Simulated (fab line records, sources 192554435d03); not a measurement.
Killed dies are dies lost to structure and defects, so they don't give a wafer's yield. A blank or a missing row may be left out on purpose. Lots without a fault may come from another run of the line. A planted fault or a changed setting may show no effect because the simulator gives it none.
Which tool did it? | flow n5_finfet | 9 lots, 27 wafers sampled, at 7 steps of a route of 1938

WHAT THE GAUGES READ, wafer by wafer
N5_SD_EPI_P_EPI_MEAS_23.
lot  | measured    | on            | thk_nm (nm)
L876 | day 3 16:05 | film_metro-01 | 59.2 59.8 60.2
L877 | day 3 21:59 | film_metro-01 | 60.3 60.3 60.8
L882 | day 5 04:52 | film_metro-01 | 60.7 57.6 58.1
L889 | day 7 00:13 | film_metro-01 | 68.0 67.8 68.5
L890 | day 7 05:02 | film_metro-01 | 67.1 65.6 66.1
L891 | day 7 10:41 | film_metro-02 | 66.2 67.7 65.6
L894 | day 8 02:49 | film_metro-02 | 60.7 63.9 63.8
L896 | day 8 18:47 | film_metro-02 | 59.9 63.5 60.7
L898 | day 9 03:43 | film_metro-02 | 62.5 61.1 60.7

N5_SD_ACTIVATION_RS_MEAS_03: measures by four-point-probe.
lot  | measured    | on            | RS_SD_N (ohm/sq)  | RS_SD_P (ohm/sq)
L876 | day 3 16:51 | film_metro-01 | 21.68 22.02 21.89 | 58.4 57.9 57.7
L877 | day 3 22:39 | film_metro-02 | 22.17 22.18 22.26 | 55.3 56.8 56.1
L882 | day 5 05:34 | film_metro-02 | 22.05 22.19 22.23 | 56.7 55.9 56.6
L889 | day 7 00:59 | film_metro-01 | 22.24 22.35 21.90 | 49.8 49.6 49.7
L890 | day 7 05:41 | film_metro-01 | 21.64 21.56 21.82 | 51.3 51.6 51.3
L891 | day 7 11:25 | film_metro-01 | 21.65 21.83 21.38 | 51.7 51.7 51.8
L894 | day 8 03:43 | film_metro-01 | 21.58 21.86 22.09 | 55.3 55.9 55.3
L896 | day 8 19:26 | film_metro-01 | 21.88 21.69 22.10 | 56.8 55.8 56.2
L898 | day 9 04:22 | film_metro-02 | 22.38 21.82 21.95 | 54.9 55.3 55.9

N5_BEOL_M4_RC_MEAS_101.
lot  | measured     | on        | DIBL_N (mV/V)  | DIBL_P (mV/V)  | IOFF_N (nA/um) | IOFF_P (nA/um) | ION_N (uA/um) | ION_P (uA/um) | RS_SD_P (ohm/sq) | SS_N (mV/dec)  | SS_P (mV/dec)  | VT_N (mV)   | VT_P (mV)
L876 | day 8 10:36  | prober-01 | 38.6 37.0 36.2 | 39.1 37.7 36.8 | 0.22 0.19 0.18 | 0.26 0.24 0.22 | 692 684 683   | 468 467 464   | 67.3 68.0 67.1   | 71.6 71.2 71.8 | 73.7 73.8 73.9 | 248 246 245 | -250 -248 -250
L877 | day 8 20:47  | prober-02 | 33.9 35.8 33.0 | 35.7 37.6 34.6 | 0.13 0.15 0.11 | 0.18 0.19 0.16 | 667 680 648   | 460 460 445   | 65.5 66.9 65.9   | 71.1 71.4 71.1 | 73.1 73.6 72.9 | 251 248 255 | -252 -253 -255
L882 | day 10 01:41 | prober-01 | 38.6 36.6 37.7 | 39.9 37.6 38.0 | 0.24 0.20 0.22 | 0.29 0.25 0.26 | 697 680 693   | 474 462 470   | 67.7 66.9 67.3   | 72.4 71.6 72.3 | 74.3 73.6 73.6 | 242 245 245 | -245 -248 -248
L890 | day 12 04:16 | prober-01 | 34.8 38.0 34.1 | 34.7 38.6 34.3 | 0.16 0.23 0.15 | 0.24 0.32 0.23 | 713 737 708   | 494 512 492   | 59.5 61.2 60.4   | 71.2 71.9 71.3 | 73.1 73.9 73.0 | 250 246 248 | -244 -243 -245
L891 | day 12 05:36 | prober-01 | 37.2 37.2 36.0 | 37.5 37.3 36.2 | 0.19 0.19 0.17 | 0.28 0.27 0.24 | 722 726 716   | 507 504 498   | 60.7 60.8 61.2   | 72.1 71.8 71.3 | 73.5 73.0 73.0 | 247 244 247 | -243 -243 -247
L894 | day 12 11:17 | prober-02 | 35.3 39.6 34.0 | 36.7 39.8 33.5 | 0.16 0.24 0.14 | 0.24 0.31 0.20 | 681 696 660   | 470 475 460   | 65.2 65.4 64.4   | 71.8 73.1 71.3 | 73.5 74.0 72.9 | 248 248 251 | -247 -246 -250
L896 | day 14 02:49 | prober-02 | 36.8 38.6 34.2 | 36.9 37.4 32.8 | 0.16 0.20 0.13 | 0.20 0.21 0.16 | 672 692 664   | 463 465 452   | 66.1 64.7 66.0   | 71.1 71.9 71.2 | 73.5 73.9 71.9 | 249 247 252 | -253 -251 -254
L898 | day 14 05:08 | prober-01 | 34.0 35.2 35.9 | 33.6 34.5 34.8 | 0.12 0.14 0.15 | 0.18 0.19 0.19 | 669 666 673   | 459 456 456   | 64.5 65.3 66.1   | 71.1 71.7 71.7 | 73.0 73.5 72.7 | 253 252 250 | -252 -254 -253

WHICH TOOL RAN EACH LOT (tool, then ch and the chambers of the sampled wafers, then the start)
lot  | N5_SD_EPI_N_DESCUM_14             | N5_SD_EPI_N_ETCH_45               | N5_SD_EPI_P_STRIP_40                | N5_SD_EPI_P_EPI_21
L876 | rie_diel-02 ch 0,1, day 3 06:43   | rie_diel-02 ch 0,1, day 3 07:14   | plasma_asher-01 ch 0,1, day 3 13:22 | epi_rpcvd-02 ch 0, day 3 13:52
L877 | rie_diel-04 ch 1,2, day 3 13:22   | rie_diel-04 ch 1,2, day 3 13:53   | plasma_asher-01 ch 0,1, day 3 19:17 | epi_rpcvd-02 ch 0, day 3 20:29
L882 | rie_diel-02 ch 0,1, day 4 20:02   | rie_diel-02 ch 0,1, day 4 20:33   | plasma_asher-02 ch 1, day 5 01:19   | epi_rpcvd-01 ch 0, day 5 01:57
L889 | rie_diel-02 ch 2,3, day 6 16:19   | rie_diel-02 ch 2,3, day 6 16:50   | plasma_asher-02 ch 0,1, day 6 21:28 | epi_rpcvd-02 ch 0, day 6 21:59
L890 | rie_diel-01 ch 0,1,3, day 6 20:59 | rie_diel-01 ch 0,1,3, day 6 21:30 | plasma_asher-01 ch 0,1, day 7 02:20 | epi_rpcvd-02 ch 0, day 7 03:34
L891 | rie_diel-04 ch 0,3, day 7 02:35   | rie_diel-04 ch 0,3, day 7 03:05   | plasma_asher-02 ch 1, day 7 07:58   | epi_rpcvd-02 ch 0, day 7 08:50
L894 | rie_diel-01 ch 0,2,3, day 7 18:41 | rie_diel-01 ch 0,2,3, day 7 19:12 | plasma_asher-01 ch 0,1, day 8 00:06 | epi_rpcvd-04 ch 0, day 8 00:59
L896 | rie_diel-01 ch 0,2,3, day 8 10:36 | rie_diel-01 ch 0,2,3, day 8 11:07 | plasma_asher-02 ch 0,1, day 8 16:05 | epi_rpcvd-04 ch 0, day 8 16:58
L898 | rie_diel-01 ch 0,2,3, day 8 17:57 | rie_diel-01 ch 0,2,3, day 8 18:28 | plasma_asher-02 ch 0, day 9 00:09   | epi_rpcvd-01 ch 0, day 9 01:16
- N5_SD_EPI_N_DESCUM_14: chemistry O2, time 7.9 s.
- N5_SD_EPI_N_ETCH_45: etches SiOCN in CH3F/O2, target depth 6 nm.
- N5_SD_EPI_P_STRIP_40: strips in N2/H2.
- N5_SD_EPI_P_EPI_21: deposits SiGe:B, time 355 s.

WHAT THE TOOLS THEMSELVES READ (means of the sampled wafers that have a number; where no wafer has one, the mark that the record gives instead)
N5_SD_EPI_N_DESCUM_14.
lot  | tool        | chamber_pressure_mTorr (mTorr) | drypump_motor_current_A (A) | oes_product_au (a.u.) | rf_vpp_V (V) | showerhead_plenum_p_Torr (Torr) | throttle_valve_pct (%)
L876 | rie_diel-02 | 20.005                         | 5.8                         | 0.79                  | 242.5        | 2.03                            | 20.32
L877 | rie_diel-04 | 19.999                         | 5.2                         | 0.84                  | 243.7        | 2.06                            | 20.31
L882 | rie_diel-02 | 19.989                         | 5.8                         | 0.77                  | 242.9        | 2.03                            | 20.33
L889 | rie_diel-02 | 20.017                         | 5.8                         | 0.86                  | 244.1        | 2.09                            | 20.29
L890 | rie_diel-01 | 19.996                         | 5.8                         | 0.78                  | 241.8        | 2.02                            | 20.49
L891 | rie_diel-04 | 20.012                         | 5.9                         | 0.89                  | 242.5        | 2.06                            | 20.24
L894 | rie_diel-01 | 19.982                         | 6.0                         | 0.81                  | 242.7        | 2.06                            | 20.37
L896 | rie_diel-01 | 19.999                         | 6.0                         | 0.80                  | 242.8        | 2.05                            | 20.39
L898 | rie_diel-01 | 20.019                         | 6.0                         | 0.80                  | 242.2        | 2.05                            | 20.40

N5_SD_EPI_N_ETCH_45.
lot  | tool        | chamber_pressure_mTorr (mTorr) | drypump_motor_current_A (A) | oes_product_au (a.u.) | rf_vpp_V (V) | showerhead_plenum_p_Torr (Torr) | throttle_valve_pct (%)
L876 | rie_diel-02 | 14.993                         | 5.8                         | 0.78                  | 127.0        | 1.95                            | 23.35
L877 | rie_diel-04 | 15.002                         | 5.2                         | 0.85                  | 127.6        | 1.96                            | 23.21
L882 | rie_diel-02 | 14.995                         | 5.8                         | 0.77                  | 127.1        | 1.95                            | 23.36
L889 | rie_diel-02 | 14.999                         | 5.8                         | 0.87                  | 127.7        | 2.00                            | 23.31
L890 | rie_diel-01 | 15.008                         | 5.8                         | 0.78                  | 127.2        | 1.92                            | 23.34
L891 | rie_diel-04 | 15.003                         | 5.9                         | 0.88                  | 127.1        | 1.99                            | 23.37
L894 | rie_diel-01 | 14.996                         | 6.0                         | 0.80                  | 127.9        | 1.96                            | 23.28
L896 | rie_diel-01 | 14.998                         | 6.0                         | 0.79                  | 127.2        | 1.96                            | 23.29
L898 | rie_diel-01 | 15.003                         | 6.0                         | 0.79                  | 127.3        | 1.96                            | 23.29

N5_SD_EPI_P_STRIP_40.
lot  | tool            | drypump_motor_current_A (A) | heater_power_w (W) | oes_product_au (a.u.)
L876 | plasma_asher-01 | 5.1                         | 330                | 0.755
L877 | plasma_asher-01 | 5.6                         | 323                | 0.764
L882 | plasma_asher-02 | 5.9                         | 353                | 0.769
L889 | plasma_asher-02 | 5.4                         | 385                | 0.766
L890 | plasma_asher-01 | 5.6                         | 323                | 0.765
L891 | plasma_asher-02 | 5.9                         | 359                | 0.763
L894 | plasma_asher-01 | 5.6                         | 322                | 0.770
L896 | plasma_asher-02 | 5.6                         | 372                | 0.761
L898 | plasma_asher-02 | 5.1                         | 401                | 0.762

THE ANSWER, worked out from the rows above alone
Rule: what is usual is taken from the lots themselves. Put in order of their means at a reading, lots are off if they are a third of the lots or fewer, leave a main group of 4 or more, and stand apart from it by a gap of 3 or more times the standard deviation of the main group's means; of several such gaps the widest counts. A main group whose means are all the same, to the digits that the tables above print for the reading, isn't used. A lot without any number at a reading at which 4 lots or more have one is off too. The other lots that the step has rows for count as sound. The gauges are gone through in route order, then the tools' own readings, and for those a lot's mean is taken as printed above. The first step at which some lot is off is used, and at that step the reading that is off furthest; a lot without a number counts as furthest.
Off: L889, L890, L891, at N5_SD_ACTIVATION_RS_MEAS_03 (RS_SD_P). The main group: mean 56.3 ohm/sq, standard deviation 0.86.
A tool fits if, at a process step before that reading, it ran every lot that is off, and no sound lot after the first of them. The gauges at N5_SD_ACTIVATION_RS_MEAS_03 are tried like those tools. One fits: epi_rpcvd-02 at N5_SD_EPI_P_EPI_21. Its last sound lot is L877 (day 3 20:29), its first lot that is off L889 (day 6 21:59): a fault that began between those two fits.

WHAT THE SIMULATOR HAD PUT IN
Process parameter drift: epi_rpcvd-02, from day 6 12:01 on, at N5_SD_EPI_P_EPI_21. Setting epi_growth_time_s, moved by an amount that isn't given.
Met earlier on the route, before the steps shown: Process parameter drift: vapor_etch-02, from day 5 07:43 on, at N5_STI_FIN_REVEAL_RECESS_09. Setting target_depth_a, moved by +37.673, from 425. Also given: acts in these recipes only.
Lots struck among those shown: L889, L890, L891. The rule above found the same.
